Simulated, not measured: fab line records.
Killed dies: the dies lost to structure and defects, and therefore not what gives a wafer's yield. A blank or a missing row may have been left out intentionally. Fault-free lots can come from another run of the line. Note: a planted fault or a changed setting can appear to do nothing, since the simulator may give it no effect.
Chamber matching -- flow n5Finfet -- 4 sister chambers for N5_MOL_CONTACT_COAG_ETCH_48 on rieDiel-06
The step etches SiOC in C4F6/O2, target depth 15 nm, overetch 4.5 nm, time 17 s. 8 wafers are shown with their chamber, then 10 later ones without.

WAFERS PAIRED WITH THEIR CHAMBERS
wafer,chamber,showerheadPlenumPTorr (Torr),rfVppV (V)
L083.2,1,2.95,1578
L083.5,2,3.02,1612
L083.6,3,2.77,1555
L084.1,3,2.77,1555
L084.2,0,2.81,1596
L084.5,0,2.81,1597
L085.2,2,3.01,1613
L085.4,1,2.95,1578

WAFERS WITHOUT THEIR CHAMBER
wafer,showerheadPlenumPTorr (Torr),rfVppV (V)
L085.5,2.77,1555
L089.1,2.81,1596
L089.2,2.77,1554
L089.6,2.77,1554
L094.3,3.01,1611
L094.5,3.01,1611
L094.6,2.94,1577
L097.3,2.80,1595
L097.4,2.94,1577
L097.5,2.76,1555

WHICH CHAMBER EACH ONE RAN IN
wafer,from the rows above,in truth
L085.5,3,3
L089.1,0,0
L089.2,3,3
L089.6,3,3
L094.3,2,2
L094.5,2,2
L094.6,1,1
L097.3,0,0
L097.4,1,1
L097.5,3,3
Correctly placed: 10 of 10. Not placeable from these rows: 0. Placed wrongly: 0.
How it was worked out, from the rows above alone: a wafer's distance from a chamber is the root of the sum, over the readings, of the square of ((its reading less the chamber's mean) divided by the reading's scatter). The wafer belongs to the nearest chamber; if the next one is less than 2 further off, it can't be placed. Each chamber's mean is taken over the wafers shown for it. The scatter is the square root of a quotient: the sum, over the shown wafers, of each reading's squared deviation from its chamber's mean, divided by wafers minus chambers.
